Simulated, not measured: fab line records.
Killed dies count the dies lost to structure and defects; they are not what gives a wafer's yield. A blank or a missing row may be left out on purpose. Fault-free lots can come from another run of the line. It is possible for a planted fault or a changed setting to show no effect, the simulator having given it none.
Comparing a struck lot with a sound one + flow n5 finfet + 16 steps out of a route of 1938
Sound: the wafers L602.1, L602.4, L602.5. Struck: wafer L595.3 (L595.1, L595.5, from the same lot, were not struck and are left out); the cause is given at the end.
Each step with rows lists, per side, the tool, then ch with its chambers, then its first start. Under that, the readings that differ: sound wafers + struck wafers + difference of the means + sigmas: that difference in standard deviations of wafers without a fault.
alike: same words and numbers on both sides, and readings whose means sit less than 2 such deviations apart. not compared: any withheld reading, any reading some wafer has no value for, any bound like >300 that may hide the same value, and any number with overlapping values for which the record gives no deviation.
The two part at a step that has a row with sigmas, a row that says differs or no value, or rows on one side only. Non-overlapping numbers with no deviation appear without sigmas and do not part them. A reading missing from all wafers of one side parts the sides only when that side holds two or more wafers.

first, 8 steps without rows for these wafers: N5_FIN_SAQP_COAT_49 (time 60 s, resist thk 100 nm); N5_FIN_SAQP_COAT_50 (time 60 s, resist thk 35 nm); N5_FIN_SAQP_COAT_10 (resist thk 90 nm); N5_FIN_SAQP_EBR_12; N5_FIN_SAQP_SOFTBAKE_11 (time 60 s); N5_FIN_SAQP_EXPOSE_13 (exposes mask FIN CORE, target cd 35.6 nm); N5_FIN_SAQP_PEB_14 (peb time 60 s); N5_FIN_SAQP_DEVELOP_15 (develop time 30 s).
N5_FIN_SAQP_CD_MEAS_16: the cd target is 35.6 nm.
  sound on cd sem-01 ch 0, day 6 22:11; struck on cd sem-03 ch 0, day 5 04:10
  alike: cd nm
N5_FIN_SAQP_OVL_MEAS_17:
  sound on overlay-02 ch 0, day 6 22:14; struck on overlay-01 ch 0, day 5 04:13
  alike: FIN_CORE_OVL
N5_FIN_SAQP_INSPECT_18: inspects for defects (brightfield).
  sound: defect inspect-01 at day 6 22:16; struck: defect inspect-01 at day 5 04:14
  alike: raw defect count
N5_FIN_SAQP_DESCUM_21: chemistry O2, time 7.9 s.
  sound on rie diel-01 ch 0,3, day 6 22:19; struck on rie diel-04 ch 2, day 5 04:16
  alike: drypump motor current A, oes product au, rf vpp V, showerhead plenum p Torr, temp c, throttle valve pct
  not compared: rf hours counter h
N5_FIN_SAQP_ETCH_51: etches SiARC in CF4, target depth 45.5 nm, time 75.8 s.
  sound on rie diel-01 ch 0,3, day 6 22:20; struck on rie diel-04 ch 2, day 5 04:18
| reading                | sound             | struck | difference | sigmas |
|------------------------|-------------------|--------|------------|--------|
| etch rf on time s (s)  | 75.7 75.2 75.5    | 55.5   | -20.0      | -14    |
| rf vpp V (V)           | 183.9 184.7 183.5 | 180.5  | -3.5       | -3     |
| throttle valve pct (%) | 15.36 15.35 15.79 | 15.88  | +0.38      | +2     |
  alike: cf4 flow sccm, drypump motor current A, oes product au, showerhead plenum p Torr
  not compared: rf hours counter h
N5_FIN_SAQP_ETCH_52: etches SOC in N2/H2, target depth 100 nm, overetch 20 nm, time 150 s.
  sound on rie diel-01 ch 0,3, day 6 22:24; struck on rie diel-04 ch 2, day 5 04:22
  alike: drypump motor current A, oes product au, rf vpp V, showerhead plenum p Torr, temp c, throttle valve pct
  not compared: rf hours counter h
-- record jumps: 9 days separate the struck wafers' starts on either side; left off in module FIN_SAQP, taken up again in module BEOL_M4, whose first shown step is the route's number 1111 --
N5_BEOL_M4_RC_MEAS_101:
  sound on prober-01 ch 0, day 15 11:28; struck on prober-02 ch 0, day 13 18:40
| reading       | sound       | struck | difference | sigmas |
|---------------|-------------|--------|------------|--------|
| ION_P (uA/um) | 459 459 459 | 472    | +13        | +2     |
  alike: DIBL_N, DIBL_P, IOFF_N, IOFF_P, ION_N, SS_N, SS_P, VT_N, VT_P
-- a jump in the record: the struck wafers' starts before and after are 4 days apart (it breaks off in module BEOL_M4 and resumes in module PASSIVATION, where the first step shown is number 1936 of the route) --
N5_PASSIVATION_PROBE_49:
  sound: prober-01 at day 19 21:04; struck: prober-01 at day 18 06:40
| reading      | sound    | struck | difference | sigmas |
|--------------|----------|--------|------------|--------|
| killed short | 32 26 18 | 42     | +17        | +2     |
  alike: defect limited yield, killed_at_M0_to_M3, killed_at_M4_up, killed at contacts, killed at front end, killed at other, killed dies, killed open, sort_bin_5_function, sort_bin_6_memory, sort n pass, sort yield pct

## WHERE THEY PART
At N5_FIN_SAQP_ETCH_51 first; at N5_PASSIVATION_PROBE_49 last (within this record only).

WHY: what the simulator had put in
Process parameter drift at N5_FIN_SAQP_ETCH_51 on rie diel-04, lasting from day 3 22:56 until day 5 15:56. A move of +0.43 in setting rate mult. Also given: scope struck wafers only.
